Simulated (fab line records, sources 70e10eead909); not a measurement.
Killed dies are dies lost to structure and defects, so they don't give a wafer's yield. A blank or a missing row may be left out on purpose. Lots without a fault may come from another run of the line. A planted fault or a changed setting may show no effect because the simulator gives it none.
Problem report in the 8D (eight disciplines) form, filled by code | flow nand_harc | the parts of the form that need people (team, actions taken, sign-off) are left out

1. THE PROBLEM
cd_nm at NHARC_P_CONTACT_CD_MEAS_12 reads a mean of 111.7 nm on 1 wafer of 1 lot; wafers without a fault read 90.0 nm with a standard deviation of 0.93. That is +23 standard deviations from the usual mean.
The step: target cd 90 nm.
First seen on wafer L480.1, day 8 20:08, on cd_sem-02. The record holds 39 wafers of 13 lots with a number at this step. Rule for "out", or "out of limits": more than 4 standard deviations from the usual mean. The other wafers with a number count as sound.

2. WHAT IT IS AND WHAT IT IS NOT
question                    | is               | is not
which readings at this step | cd_nm            | -
which lots                  | L480             | L468, L469, L470, L471, L472, L473, L475, L482, L484, L488, L489, L490
which wafers of those lots  | L480.1           | L480.5, L480.6
read on which gauges        | cd_sem-02        | cd_sem-01, cd_sem-03
when                        | from day 8 20:08 | up to then (26 sound wafers); but 12 sound wafers of L484, L488, L489, L490 came after

3. SUSPECTS, AND WHAT RULES EACH OUT
Counting: a tool at a process step up to the reading stays a suspect if it ran every lot that is out. Sound lots after the first of them don't rule it out here, since some wafers of a struck lot are sound.
- the gauge at NHARC_P_CONTACT_CD_MEAS_12: kept. All the wafers that are out were read on cd_sem-02, and no step on other tools shows them out.
- plasma_asher-02 at NHARC_P_GATE_STRIP_75 (strips in O2): kept. It ran the lot that is out, L480 (day 8 12:35); its last sound lot up to then is L482 (day 8 09:26).
- plasma_asher-01 at NHARC_P_GATE_STRIP_113 (strips in N2/H2, time 740 s): kept. It ran the lot that is out, L480 (day 8 16:01); its last sound lot up to then is L473 (day 6 14:49).
- litho_track-01 at NHARC_P_CONTACT_PEB_10 (peb time 65 s): kept. It ran the lot that is out, L480 (day 8 20:03); its last sound lot up to then is L471 (day 6 11:05).
Left after counting: plasma_asher-02 at NHARC_P_GATE_STRIP_75, plasma_asher-01 at NHARC_P_GATE_STRIP_113, litho_track-01 at NHARC_P_CONTACT_PEB_10, cd_sem-02 at NHARC_P_CONTACT_CD_MEAS_12.

4. THE CAUSE (what the simulator had put in)
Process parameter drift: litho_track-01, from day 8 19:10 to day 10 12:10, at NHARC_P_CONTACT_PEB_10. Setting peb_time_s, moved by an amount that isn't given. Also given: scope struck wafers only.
Counting left 4 suspects, and this tool is among them.

5. THE CHAIN OF EFFECTS, in route order
Each row: a reading whose mean over the struck wafers that have a number lies more than 3 standard deviations from the usual. Only readings for which the record gives a usual standard deviation are gone through. hours: the time from each lot's start at the first step in this table that gives one to its start at this step, as a median over the lots. sigmas: the change in usual standard deviations.
hours | step                       | reading | usual   | on struck wafers | change | sigmas
0     | NHARC_P_CONTACT_CD_MEAS_12 | cd_nm   | 90.0 nm | 111.7            | +21.7  | +23
Later measuring or inspecting steps at which every struck wafer that the step has a row for has a number for every such reading, and none has moved that far: NHARC_P_CONTACT_OVL_MEAS_13.

6. WHAT WOULD HAVE CAUGHT IT SOONER
In this record the first reading out of limits at a measuring or inspecting step was taken at day 8 20:08, 1 hour after the fault began at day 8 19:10.
Of the tool readings at NHARC_P_CONTACT_PEB_10 for which the record gives a usual standard deviation, none was out on any struck wafer, so an alarm limit of 4 standard deviations on them would not have fired.
All the lots that are out (1) had begun NHARC_P_CONTACT_PEB_10 on litho_track-01 by day 8 20:08. A hold on the tool at that time would have spared none of them.
